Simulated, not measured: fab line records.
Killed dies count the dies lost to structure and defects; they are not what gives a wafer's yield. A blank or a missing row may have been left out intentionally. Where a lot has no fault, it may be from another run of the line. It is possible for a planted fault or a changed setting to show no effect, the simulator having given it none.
Split-lot study	flow n5_finfet	7 lots, 39 wafers read, on a route of 1938 steps

THE SPLIT ITSELF
At N5_DUMMY_GATE_ETCH_31 (etches SiO2 in C4F6/O2, target depth 82.5 nm, time 27.5 s), the setting target_depth_a was moved away from the recipe's 825 angstrom on 18 of the 39 wafers read, by -9.3% to +6.9%. For the rest of the wafers, this setting stayed at what the recipe calls for.

The reading is taken at the split's own step.

THE READING
etch.depth_nm (the simulator's own value, which no gauge read), in nm, at N5_DUMMY_GATE_ETCH_31 (etches SiO2 in C4F6/O2, target depth 82.5 nm, time 27.5 s). The file does not state a usual value for it. The 21 wafers here that ran the recipe average 81.78 nm, standard deviation 1.9 nm.

wafer	tool, chamber at the split	target_depth_a as run, angstrom	against the recipe	etch.depth_nm, nm	against lot-mates on the recipe
L082.1	rie_diel-02, 3	795.1	-3.6%	79.64	-3.83
L082.2	rie_diel-02, 1	795.1	-3.6%	78.88	-4.59
L082.3	rie_diel-02, 2	795.1	-3.6%	79.87	-3.60
L082.4	rie_diel-02, 0	825	recipe	84.05	-
L082.5	rie_diel-02, 0	825	recipe	83.63	-
L082.6	rie_diel-02, 3	825	recipe	82.74	-
L087.1	rie_diel-01, 0	862.1	+4.5%	85.27	+3.15
L087.2	rie_diel-01, 3	825	recipe	86.06	-
L087.3	rie_diel-01, 2	862.1	+4.5%	84.5	+2.38
L087.6	rie_diel-01, 2	862.1	+4.5%	84.5	+2.38
L087.4	rie_diel-01, 1	825	recipe	79.76	-
L087.5	rie_diel-01, 1	825	recipe	80.54	-
L088.1	rie_diel-02, 3	754.3	-8.6%	74.16	-8.41
L088.2	rie_diel-02, 0	825	recipe	84.32	-
L088.3	rie_diel-02, 2	754.3	-8.6%	74.74	-7.83
L088.4	rie_diel-02, 1	754.3	-8.6%	74.39	-8.18
L088.5	rie_diel-02, 2	825	recipe	81.67	-
L088.6	rie_diel-02, 3	825	recipe	81.72	-
L089.1	rie_diel-06, 3	825	recipe	81.38	-
L089.2	rie_diel-06, 2	882	+6.9%	89.14	+7.77
L089.3	rie_diel-06, 1	825	recipe	79.99	-
L089.4	rie_diel-06, 0	825	recipe	82.73	-
L089.5	rie_diel-06, 2	882	+6.9%	88.98	+7.61
L089.6	rie_diel-06, 1	882	+6.9%	86.34	+4.97
L091.1	rie_diel-01, 2	825	recipe	79.96	-
L091.2	rie_diel-01, 0	747.9	-9.3%	72.67	-6.83
L091.3	rie_diel-01, 1	825	recipe	78.43	-
L091.4	rie_diel-01, 3	747.9	-9.3%	76.31	-3.19
L091.5	rie_diel-01, 0	825	recipe	80.1	-
L091.6	rie_diel-01, 1	747.9	-9.3%	71.62	-7.88
L092.1	rie_diel-06, 1	825	recipe	79.74	-
L092.2	rie_diel-06, 0	825	recipe	82.86	-
L092.3	rie_diel-06, 3	825	recipe	81.07	-
L093.1	rie_diel-06, 2	825	recipe	83.28	-
L093.2	rie_diel-06, 3	775.4	-6.0%	76.16	-6.04
L093.3	rie_diel-06, 0	825	recipe	83	-
L093.4	rie_diel-06, 1	825	recipe	80.32	-
L093.5	rie_diel-06, 2	775.4	-6.0%	79.23	-2.97
L093.6	rie_diel-06, 1	775.4	-6.0%	75.43	-6.77

FIT RESULTS
A straight line over all 39 wafers: etch.depth_nm changes by +0.846 nm for each +1% of target_depth_a; r = +0.92; the points scatter about the line by 1.7 nm.
The same after taking each lot's own level away (the mean of its wafers on the recipe; 39 wafers): +0.826 nm for each +1%; r = +0.92; scatter 1.6 nm.
That fit puts the effect of the largest move of target_depth_a on the reading at 7.7 nm.
Across the lots, their own levels run from 79.497 to 83.473 nm, a range of 2.1 times the standard deviation given above.
Consequently the slope shifts little with the lot-to-lot level, the two slopes agreeing.
Check: -7.88 nm against its lot-mates is what the line predicts for one of the wafers moved furthest among these (-9.3%) when that wafer is left out of the fit. Against them it came out at -6.83 nm.

THESE WAFERS: OTHER SPLITS
Before the reading, these wafers also passed through other splits. Each is held against what the fit with the lots' levels taken away leaves over:
other split on the same wafers	wafers away from the commonest value	r with etch.depth_nm (lot level and that fit taken away)
N5_FIN_SAQP_SPACER1_ALD_24 ald_cycles	12	-0.23

FILE'S OWN FIT
etch.depth_nm changes by +0.829 nm for each +1% of target_depth_a, r = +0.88.
